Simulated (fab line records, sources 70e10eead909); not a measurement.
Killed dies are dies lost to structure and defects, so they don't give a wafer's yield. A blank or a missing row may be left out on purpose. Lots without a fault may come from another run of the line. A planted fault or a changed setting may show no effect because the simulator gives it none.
Chamber matching | flow nand_harc | NHARC_A_M1_ETCH_35 on rie_diel-10: 4 sister chambers
The step etches the open film in N2/H2, target depth 40 nm, overetch 12 nm, time 43.94 s. 4 wafers are shown with their chamber, then 10 later ones without.

WAFERS WITH THEIR CHAMBER
wafer  | chamber | showerhead_plenum_p_Torr (Torr)
L089.6 | 2       | 2.06
L090.1 | 1       | 2.12
L090.5 | 3       | 2.10
L091.4 | 0       | 1.96

WAFERS WITHOUT THEIR CHAMBER
wafer  | showerhead_plenum_p_Torr (Torr)
L091.5 | 2.10
L093.2 | 1.96
L093.3 | 2.10
L093.6 | 1.96
L092.1 | 2.10
L092.2 | 2.13
L092.6 | 2.12
L097.3 | 2.10
L097.4 | 2.06
L097.6 | 2.10

WHICH CHAMBER EACH WENT THROUGH
wafer  | from the rows above | in truth
L091.5 | 3                   | 3
L093.2 | 0                   | 0
L093.3 | 3                   | 3
L093.6 | 0                   | 0
L092.1 | 3                   | 3
L092.2 | 1                   | 1
L092.6 | 1                   | 1
L097.3 | 3                   | 3
L097.4 | 2                   | 2
L097.6 | 3                   | 3
Placed correctly: 10 of 10. Can't be placed from these rows: 0. Placed wrongly: 0.
How it was worked out, from the rows above alone: a wafer's distance from a chamber is the root of the sum, over the readings, of the square of ((its reading less the chamber's mean) divided by the reading's scatter). The wafer belongs to the nearest chamber; if the next one is less than 2 further off, it can't be placed. A chamber's mean is the mean of its shown wafers. The scatter: with one shown wafer a chamber, the root of the mean of the squares of how far each hidden wafer lies from its nearest shown one.
